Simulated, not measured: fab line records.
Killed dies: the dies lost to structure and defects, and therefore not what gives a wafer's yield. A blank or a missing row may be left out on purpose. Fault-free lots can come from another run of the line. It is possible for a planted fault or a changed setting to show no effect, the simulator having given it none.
Which tool was responsible? + flow n5_finfet + 10 lots with 30 wafers sampled at 2 steps, on a route of 1938 steps

## WHAT EACH GAUGE READ, for each wafer
N5_BEOL_M12_THK_MEAS_01.
| lot  | measured     | on            | M12_ILD_THK (nm) |
|------|--------------|---------------|------------------|
| L260 | day 10 22:43 | film_metro-02 | 646 661 666      |
| L262 | day 11 10:23 | film_metro-01 | 661 658 667      |
| L261 | day 11 10:38 | film_metro-01 | 661 649 665      |
| L265 | day 12 03:07 | film_metro-01 | 664 670 661      |
| L267 | day 12 12:23 | film_metro-02 | 692 671 692      |
| L275 | day 14 09:52 | film_metro-02 | 649 652 658      |
| L278 | day 14 22:13 | film_metro-02 | 651 651 662      |
| L276 | day 15 06:53 | film_metro-02 | 648 662 654      |
| L281 | day 16 09:16 | film_metro-01 | 659 668 663      |
| L282 | day 16 21:39 | film_metro-01 | 661 659 676      |

## EACH LOT AND THE TOOL THAT RAN IT (in order: tool; ch and the chambers of the sampled wafers; start)
| lot  | N5_BEOL_M12_ILD_DEP_00          |
|------|---------------------------------|
| L260 | pecvd-02 ch 0,1, day 10 22:35   |
| L262 | pecvd-02 ch 0,2, day 11 10:15   |
| L261 | pecvd-04 ch 0,1,2, day 11 10:31 |
| L265 | pecvd-02 ch 0,1,2, day 12 02:59 |
| L267 | pecvd-02 ch 0,1, day 12 12:12   |
| L275 | pecvd-04 ch 1,2, day 14 09:44   |
| L278 | pecvd-01 ch 1,2, day 14 22:05   |
| L276 | pecvd-04 ch 0,1,2, day 15 06:45 |
| L281 | pecvd-01 ch 0,2, day 16 09:08   |
| L282 | pecvd-04 ch 0,2, day 16 21:31   |
- N5_BEOL_M12_ILD_DEP_00: deposits SiOC from DEMS/O2, target thk 658.92 nm, time 130.7 s.

## THE ANSWER, worked out from the rows above alone
Rule: the usual values come from the lots themselves. Put in order of their means at a reading, lots are off if they are a third of the lots or fewer, leave a main group of 4 or more, and stand apart from it by a gap of 3 or more times the standard deviation of the main group's means; of several such gaps the widest counts. A main group whose means are all the same, to the digits that the tables above print for the reading, isn't used. A lot without any number at a reading at which 4 lots or more have one is off too. All remaining lots with rows at the step are treated as sound.
Off: L267, at N5_BEOL_M12_THK_MEAS_01 (M12_ILD_THK). The main group: mean 659 nm, standard deviation 4.5.
If a tool, at a process step before that reading, ran all the lots that are off and no sound lot after the first of them, it fits. Gauges at N5_BEOL_M12_THK_MEAS_01: tried the same way as those tools. One fits: N5_BEOL_M12_ILD_DEP_00 on pecvd-02. Its last sound lot is L265 (day 12 02:59), its first lot that is off L267 (day 12 12:12): a fault that began between those two fits.

## WHAT THE SIMULATOR HAD INSERTED
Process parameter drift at N5_BEOL_M12_ILD_DEP_00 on pecvd-02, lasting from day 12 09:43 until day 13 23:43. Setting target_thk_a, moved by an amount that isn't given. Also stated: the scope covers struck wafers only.
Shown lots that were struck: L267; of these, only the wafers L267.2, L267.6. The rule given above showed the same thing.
